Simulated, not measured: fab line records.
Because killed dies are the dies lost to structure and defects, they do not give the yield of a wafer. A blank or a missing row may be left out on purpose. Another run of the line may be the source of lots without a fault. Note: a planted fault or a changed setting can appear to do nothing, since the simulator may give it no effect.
fab line records	flow nandHarc
[record] lots = 14	wafers = 42	lastDay = 34
route steps=1302 shown P_BONDPAD@371 A_ONON_D1@430
lots with no fault: from the same line, run without faults
startH: the number of hours between the record's first day and the start of the first shown wafer of the lot	waitH: time in hours since the lot's previous step	" as in the row above	L1.1+2: a single row standing in for several wafers	- value missing, or start not given	* or withheld: withheld	< > ~ a bound
route shown NAME@n: names a module that has steps shown in the file, with the first one's number in the route	usual: the fault-free wafers' mean and standard deviation	same: alike in all rows	chamber/n: place in a boat	sites: the reading at each site	_std_site: standard deviation of those values	_edge_site: the outer-site mean with the inner-site mean subtracted	radiusMm: for every site, how far away it sits from the centre of the wafer	mask NAME#n: copy n	behind: the last tool/chamber to shape the wafer	hold: what put the lot on hold/how long, in hours/how the hold closed	device: names the non-switching transistor (n, p or np)	end of line: the route-end tests of the same wafers	a step given without rows: its recipe and nothing more	killed: at the first sort, the dies lost to defects and structure; wafer yield is something else	map: per-die view of a wafer (x killed, . not killed, _ where there is no die)
set.NAME: the setting that was run; set.NAME@STEP: the one run at that earlier step	model.NAME: the simulator's own value behind a step, which no gauge read
route steps across a sampled set of lots; one table per step, one row per wafer
services: a tool's chamber out of use, with start hour (startH, from the record's first day; less than 0 if before it), hours out, and reason
[[steps]]
[step NHARC_P_BONDPAD_STRIP_15]
[recipe] o2FlowSccm = 500	arFlowSccm = 0	biasW = 0	chemistry = O2
[usual] chamberPressureMTorr = 60.00/0.055	drypumpMotorCurrentA = 5.9/0.41	mfcArSccm = 0.008/0.0079	oesProductAu = 1.002/0.01	rfVppV = 57.7/0.89	showerheadPlenumPTorr = 3.52/0.12	throttleValvePct = 17.037/0.0082
lot.wafer	tool	chamber	startH	waitH	chamberPressureMTorr	drypumpMotorCurrentA	mfcArSccm	oesProductAu	rfHoursCounterH	rfVppV	showerheadPlenumPTorr	throttleValvePct
L944.2	rieDiel-13	1	140.18	0.1	59.91	5.7	0.021	0.989	3.9	57.9	3.53	17.029
L944.3	"	3	"	"	60.01	6.0	0.013	1.013	3.3	58.8	3.64	17.044
L944.6	"	1	"	"	60.08	5.7	0.021	0.994	-	57.9	3.53	17.035
L945.2	rieDiel-08	2	142.38	0.1	59.98	5.8	0	1.006	4.1	57.1	3.40	17.033
L945.5	"	1	"	"	60.05	6.5	0.019	1.007	-	57.8	3.38	17.034
L945.6	"	2	"	"	60.13	5.8	0	1.000	-	59.2	3.40	17.038
L946.1	rieDiel-13	1	159.56	0.1	60.01	5.7	0.021	1.001	4.3	57.0	3.53	17.043
L946.3	"	2	"	"	59.97	5.6	0	0.995	3.8	56.0	3.35	17.036
L946.5	"	1	"	"	60.10	5.7	0.021	0.995	-	56.2	3.53	17.040
L947.2	rieDiel-13	1	161.08	0.1	59.99	5.7	0.021	0.990	4.4	58.2	3.53	17.038
L947.5	"	3	"	"	60.01	6.0	0.013	1.011	-	57.7	3.64	17.043
L947.6	"	0	"	"	59.95	6.0	0	1.014	-	56.1	3.53	17.033
L951.3	rieDiel-12	3	201.51	0.1	60.03	6.3	0	0.982	4.9	57.8	3.35	17.026
L951.2	"	0	"	"	59.92	5.4	0.003	1.003	5.1	57.1	3.50	17.054
L951.5	"	2	"	"	59.96	5.2	0.010	0.989	-	58.2	3.68	17.045
L952.4	rieDiel-13	0	213.36	0.1	60.02	6.1	0	1.013	1.0	58.3	3.53	17.034
L952.1	"	1	"	"	59.99	5.7	0.021	0.991	1.1	57.5	3.53	17.045
L952.5	"	3	"	"	59.92	6.0	0.013	1.002	-	58.6	3.64	17.036
L953.3	rieDiel-12	2	219.22	0.1	59.99	5.3	0.010	0.998	5.5	58.9	3.68	17.047
L953.1	"	3	"	"	59.99	6.3	0	0.981	6.3	57.5	3.35	17.040
L953.6	"	1	"	"	60.05	5.2	0	1.014	-	58.9	3.69	17.032
L954.3	rieDiel-08	1	231.18	0.1	59.97	6.4	0.019	1.013	2.3	58.7	3.38	17.035
L954.6	"	2	"	"	60.00	5.8	0	1.009	-	58.1	3.39	17.036
L954.5	"	3	"	"	60.06	6.5	0.013	1.000	-	59.0	3.58	17.040
L956.2	rieDiel-12	1	253.52	0.1	59.98	5.2	0	1.007	7.4	59.4	3.69	17.031
L956.1	"	2	"	"	60.04	5.2	0.010	0.995	7.9	59.2	3.68	17.029
L956.6	"	3	"	"	60.01	6.2	0	0.969	-	56.7	3.35	17.040
L957.2	rieDiel-08	2	280.75	0.1	59.97	5.8	0	0.995	5.3	58.4	3.39	17.039
L957.6	"	3	"	"	59.93	6.5	0.013	1.002	-	58.3	3.58	17.039
L957.5	"	0	"	"	60.03	5.7	0.016	0.991	-	56.3	3.62	17.050
L959.1	rieDiel-13	1	281.22	0.1	60.08	5.7	0.021	0.996	2.5	56.3	3.53	17.052
L959.3	"	2	"	"	59.87	5.6	0	0.994	2.3	56.9	3.34	17.017
L959.5	"	0	"	"	60.08	6.1	0	1.011	-	57.0	3.53	17.028
L964.3	rieDiel-08	1	350.31	0.1	59.94	6.4	0.019	0.992	9.6	57.2	3.38	17.040
L964.1	"	0	"	"	59.98	5.7	0.016	0.994	7.4	57.5	3.62	17.023
L964.4	"	0	"	"	60.02	5.7	0.016	1.001	-	58.6	3.62	17.032
L965.3	rieDiel-13	2	355.66	0.1	59.94	5.7	0	1.005	0.0	58.1	3.34	17.052
L965.1	"	3	"	"	60.03	6.0	0.013	1.015	0.0	56.8	3.64	17.025
L965.2	"	1	"	"	59.94	5.7	0.021	1.012	0.0	58.7	3.53	17.041
L967.1	rieDiel-13	2	376.16	0.1	60.01	5.6	0	0.997	0.5	56.7	3.34	17.029
L967.5	"	2	"	"	60.09	5.6	0	0.995	-	57.5	3.34	17.035
L967.6	"	3	"	"	59.96	6.0	0.013	1.005	-	59.3	3.64	17.036
[step NHARC_P_BONDPAD_DEGAS_25]
[recipe] tempC = 300	timeS = 60
[usual] heaterPowerW = 459/41
lot.wafer	tool	chamber	startH	waitH	heaterPowerW
L944.3	pvdSputter-02	-	140.72	-	441
L944.2	"	-	"	"	460
L944.6	"	-	"	"	506
L945.2	pvdSputter-01	-	142.94	-	408
L945.6	"	-	"	"	413
L945.5	"	-	"	"	401
L946.1	pvdSputter-02	-	160.10	-	499
L946.3	"	-	"	"	459
L946.5	"	-	"	"	501
L947.2	pvdSputter-02	-	161.61	-	502
L947.6	"	-	"	"	458
L947.5	"	-	"	"	463
L951.2	pvdSputter-02	-	202.04	-	452
L951.3	"	-	"	"	450
L951.5	"	-	"	"	501
L952.1	pvdSputter-01	-	213.91	-	408
L952.4	"	-	"	"	407
L952.5	"	-	"	"	551
L953.3	pvdSputter-02	-	219.76	-	470
L953.1	"	-	"	"	499
L953.6	"	-	"	"	461
L954.3	pvdSputter-02	-	231.70	-	456
L954.6	"	-	"	"	471
L954.5	"	-	"	"	459
L956.2	pvdSputter-03	-	254.09	-	487
L956.1	"	-	"	"	466
L956.6	"	-	"	"	488
L957.2	pvdSputter-02	-	281.25	-	457
L957.5	"	-	"	"	455
L957.6	"	-	"	"	494
L959.3	pvdSputter-01	-	281.76	-	529
L959.1	"	-	"	"	405
L959.5	"	-	"	"	396
L964.4	pvdSputter-01	-	350.90	-	407
L964.1	"	-	"	"	530
L964.3	"	-	"	"	408
L965.2	pvdSputter-02	-	356.21	-	434
L965.1	"	-	"	"	468
L965.3	"	-	"	"	433
L967.1	pvdSputter-01	-	376.75	-	411
L967.6	"	-	"	"	505
L967.5	"	-	"	"	401
[step NHARC_P_BONDPAD_ANNEAL_28]
[recipe] tempC = 225	timeS = 90
[usual] wafer_temp_C_max = 225.74/0.21
lot.wafer	tool	chamber	startH	waitH	wafer_temp_C_max
L944.2	rtpAnneal-02	0	141.50	0.4	225.79
L944.3	"	0	"	"	225.98
L944.6	"	0	"	"	225.75
L945.2	rtpAnneal-02	0	143.73	-	225.67
L945.5	"	0	"	"	225.79
L945.6	"	0	"	"	225.75
L946.1	rtpAnneal-02	0	161.16	0.3	225.69
L946.3	"	0	"	"	225.68
L946.5	"	0	"	"	225.37
L947.2	rtpAnneal-01	0	162.38	-	225.97
L947.5	"	0	"	"	226.26
L947.6	"	0	"	"	225.93
L951.2	rtpAnneal-01	0	202.85	-	226.08
L951.3	"	0	"	"	225.87
L951.5	"	0	"	"	225.89
L952.1	rtpAnneal-02	0	214.63	-	225.85
L952.4	"	0	"	"	225.33
L952.5	"	0	"	"	225.59
L953.1	rtpAnneal-01	0	220.49	0.3	226.01
L953.3	"	0	"	"	226.26
L953.6	"	0	"	"	225.95
L954.3	rtpAnneal-02	0	232.52	-	225.53
L954.5	"	0	"	"	225.57
L954.6	"	0	"	"	225.70
L956.1	rtpAnneal-01	0	254.83	0.3	225.89
L956.2	"	0	"	"	225.82
L956.6	"	0	"	"	225.50
L957.2	rtpAnneal-02	0	282.04	0.3	225.43
L957.5	"	0	"	"	225.38
L957.6	"	0	"	"	225.68
L959.1	rtpAnneal-01	0	282.49	0.3	226.06
L959.3	"	0	"	"	225.76
L959.5	"	0	"	"	225.64
L964.1	rtpAnneal-01	0	351.64	-	226.04
L964.3	"	0	"	"	226.15
L964.4	"	0	"	"	225.77
L965.1	rtpAnneal-02	0	356.95	0.3	225.71
L965.2	"	0	"	"	225.72
L965.3	"	0	"	"	225.59
L967.1	rtpAnneal-02	0	378.03	-	225.81
L967.5	"	0	"	"	225.37
L967.6	"	0	"	"	225.71
[step NHARC_A_ONON_D1_DEP_09]
[recipe] targetThkA = 10000	n2FlowSccm = 2750	n2oFlowSccm = 2000	nh3FlowSccm = 500	sih4FlowSccm = 210	tempC = 400
lot.wafer	tool	chamber	startH	waitH
L945.2+5+6	pecvdOnon-04	0	168.87	0.1
L944.2+3+6	pecvdOnon-03	0	168.99	0.1
L946.1+3+5	pecvdOnon-01	0	188.29	0.1
L947.2+5+6	pecvdOnon-04	0	188.35	0.1
L951.2+3+5	pecvdOnon-04	0	231.01	0.1
L952.1+4+5	pecvdOnon-03	0	240.22	0.1
L953.1+3+6	pecvdOnon-03	0	248.01	0.1
L954.3+5+6	pecvdOnon-04	0	257.36	0.2
L956.1+2+6	pecvdOnon-03	0	280.48	0.1
L959.1+3+5	pecvdOnon-04	0	307.61	0.1
L957.2+5+6	pecvdOnon-01	0	307.63	0.1
L964.1+3+4	pecvdOnon-03	0	377.38	0.1
L965.1+2+3	pecvdOnon-03	0	382.23	0.1
L967.1+5+6	pecvdOnon-04	0	403.34	0.1
[step NHARC_A_ONON_D1_THK_MEAS_11]
[recipe] thkMeasGauge = ellipsometry
[usual] thkNm = 1001/10
lot.wafer	tool	chamber	startH	waitH	thkNm
L945.2	filmMetro-01	-	169.32	-	1002
L945.5	"	-	"	"	1002
L945.6	"	-	"	"	1002
L944.2	filmMetro-02	-	169.45	-	990
L944.3	"	-	"	"	989
L944.6	"	-	"	"	989
L947.2	filmMetro-01	-	188.80	-	992
L947.5	"	-	"	"	992
L947.6	"	-	"	"	992
L946.1	filmMetro-02	-	188.80	-	1008
L946.3	"	-	"	"	1004
L946.5	"	-	"	"	1002
L951.2	filmMetro-02	-	231.47	-	996
L951.3	"	-	"	"	995
L951.5	"	-	"	"	995
L952.1	filmMetro-02	-	240.73	-	1009
L952.4	"	-	"	"	1010
L952.5	"	-	"	"	1009
L953.1	filmMetro-02	-	248.52	-	1024
L953.3	"	-	"	"	1023
L953.6	"	-	"	"	1023
L954.3	filmMetro-02	-	257.76	-	999
L954.5	"	-	"	"	997
L954.6	"	-	"	"	999
L956.1	filmMetro-02	-	280.99	-	1017
L956.2	"	-	"	"	1018
L956.6	"	-	"	"	1017
L957.2	filmMetro-01	-	308.08	-	1002
L957.5	"	-	"	"	999
L957.6	"	-	"	"	1001
L959.1	filmMetro-01	-	308.11	-	997
L959.3	"	-	"	"	995
L959.5	"	-	"	"	995
L964.1	filmMetro-01	-	377.90	-	1114
L964.3	"	-	"	"	1007
L964.4	"	-	"	"	1009
L965.1	filmMetro-01	-	382.75	-	1111
L965.2	"	-	"	"	1108
L965.3	"	-	"	"	1006
L967.1	filmMetro-02	-	403.85	-	1015
L967.5	"	-	"	"	1014
L967.6	"	-	"	"	1013
[[services]]
tool	chamber	startH	hours	kind
pvdSputter-02	-	125.17	10.0	pm
pecvdOnon-04	-	130.16	13.0	pm
rieDiel-08	0	137.77	9.3	repair
rieDiel-08	1	152.97	10.4	repair
pvdSputter-01	-	158.23	3.5	repair
rieDiel-08	3	158.81	3.5	repair
rieDiel-13	-	165.00	9.0	pm
pvdSputter-02	-	183.34	5.3	repair
rieDiel-08	-	190.80	9.0	pm
rieDiel-08	0	213.75	4.9	repair
pvdSputter-01	-	226.00	10.0	pm
pecvdOnon-03	-	227.00	13.0	pm
rieDiel-08	0	245.35	16.4	repair
rieDiel-08	3	265.34	3.9	repair
pvdSputter-01	-	277.62	1.1	repair
pvdSputter-02	-	303.17	10.0	pm
pecvdOnon-04	-	311.42	13.0	pm
rieDiel-13	-	342.00	9.0	pm
rieDiel-08	2	347.15	8.8	repair
pecvdOnon-03	-	366.01	6.1	repair
rieDiel-08	-	367.80	9.0	pm
rtpAnneal-01	-	372.00	12.0	pm
rieDiel-13	3	372.48	2.4	repair
pecvdOnon-04	-	392.86	0.8	repair
[[key]]
[firstSign] step = NHARC_A_ONON_D1_THK_MEAS_11	reading = thkNm	direction = up	sigmas = 11	usual = 1001	struck = 1111
effect none on later readings
metAt NHARC_A_ONON_D1_DEP_09
struckLots L964,L965
struckWafers L964.1,L965.1,L965.2
sortLeftOut L964.1,L965.1,L965.2
testerLeftOut L964,L965
notActingAt NHARC_P_BONDPAD_STRIP_15,NHARC_P_BONDPAD_DEGAS_25,NHARC_P_BONDPAD_ANNEAL_28
onsetBetween 280.48 377.38
[fault] kind = processParameterDrift	tool = pecvdOnon-03	chamber = -	onsetH = 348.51	steps = NHARC_A_ONON_D1_DEP_09	channel = targetThkA	offset = *	shape = step	endH = 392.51	scope = struckWafersOnly	actsIn = *	stated = *
// testerLeftOut: of these lots the tester's yield and bins aren't shown, on N5 and GAA mostly nor the transistor test; their killed dies are dies lost to structure and defects alone, not to doping, threshold or leakage, so they don't give the yield
// sortLeftOut: the simulated sort isn't trusted on such a fault, so these wafers' sort isn't shown, and their yield isn't known
